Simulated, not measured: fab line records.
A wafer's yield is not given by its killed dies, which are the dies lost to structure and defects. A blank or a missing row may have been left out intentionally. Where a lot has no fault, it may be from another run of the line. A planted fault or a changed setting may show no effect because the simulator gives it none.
Chamber matching | flow n5_finfet | N5_BEOL_M11_ETCH_62 on rie_diel-03 has 4 sister chambers
The step etches SOC in N2/H2, target depth 110 nm, overetch 22 nm, time 165 s. 14 wafers are shown with their chamber, then 7 later ones without.

== WAFERS PAIRED WITH THEIR CHAMBERS ==
wafer  | chamber | drypump_motor_current_A (A) | showerhead_plenum_p_Torr (Torr) | throttle_valve_pct (%)
L076.2 | 2       | 5.2                         | 2.60                            | 17.77
L076.4 | 0       | 5.5                         | 2.61                            | 17.33
L076.6 | 3       | 6.6                         | 2.45                            | 17.76
L078.3 | 1       | 5.9                         | 2.51                            | 17.90
L078.4 | 2       | 5.3                         | 2.59                            | 17.78
L078.5 | 2       | 5.2                         | 2.59                            | 17.80
L082.2 | 2       | 5.3                         | 2.59                            | 17.80
L082.3 | 1       | 5.9                         | 2.50                            | 17.95
L082.6 | 3       | 6.6                         | 2.44                            | 17.77
L087.3 | 3       | 6.6                         | 2.44                            | 17.79
L087.5 | 1       | 5.9                         | 2.50                            | 17.95
L087.6 | 2       | 5.3                         | 2.59                            | 17.82
L085.4 | 1       | 5.9                         | 2.50                            | 17.94
L085.5 | 3       | 6.6                         | 2.44                            | 17.81

SIGNATURES (means of the wafers above)
reading                  | chamber 0 | chamber 1 | chamber 2 | chamber 3 | scatter within a chamber
drypump_motor_current_A  | 5.500     | 5.900     | 5.260     | 6.600     | 0.0346
showerhead_plenum_p_Torr | 2.6100    | 2.5025    | 2.5920    | 2.4425    | 0.0048
throttle_valve_pct       | 17.3300   | 17.9350   | 17.7940   | 17.7825   | 0.0217
Rule: for a wafer and a chamber, the distance is found by dividing, reading by reading, the gap between the wafer's reading and the chamber's mean by the reading's scatter, squaring, summing and taking the root. The wafer belongs to the nearest chamber; if the next one is less than 2 further off, it can't be placed. The scatter is the square root of a quotient: the sum, over the shown wafers, of each reading's squared deviation from its chamber's mean, divided by wafers minus chambers.

== WAFERS WHOSE CHAMBER IS MISSING ==
wafer  | drypump_motor_current_A (A) | showerhead_plenum_p_Torr (Torr) | throttle_valve_pct (%)
L085.6 | 5.6                         | 2.60                            | 17.37
L089.1 | 5.3                         | 2.59                            | 17.83
L089.4 | 5.5                         | 2.60                            | 17.38
L089.6 | 5.2                         | 2.59                            | 17.83
L096.2 | 5.6                         | 2.59                            | 17.42
L096.3 | 6.6                         | 2.43                            | 17.82
L096.5 | 5.3                         | 2.58                            | 17.85

== THE CHAMBER EACH PASSED THROUGH ==
wafer  | from the rows above | in truth
L085.6 | 0                   | 0
L089.1 | 2                   | 2
L089.4 | 0                   | 0
L089.6 | 2                   | 2
L096.2 | 0                   | 0
L096.3 | 3                   | 3
L096.5 | 2                   | 2
7 of 7 placed correctly. Number that these rows cannot place: 0. Number placed wrongly: 0.
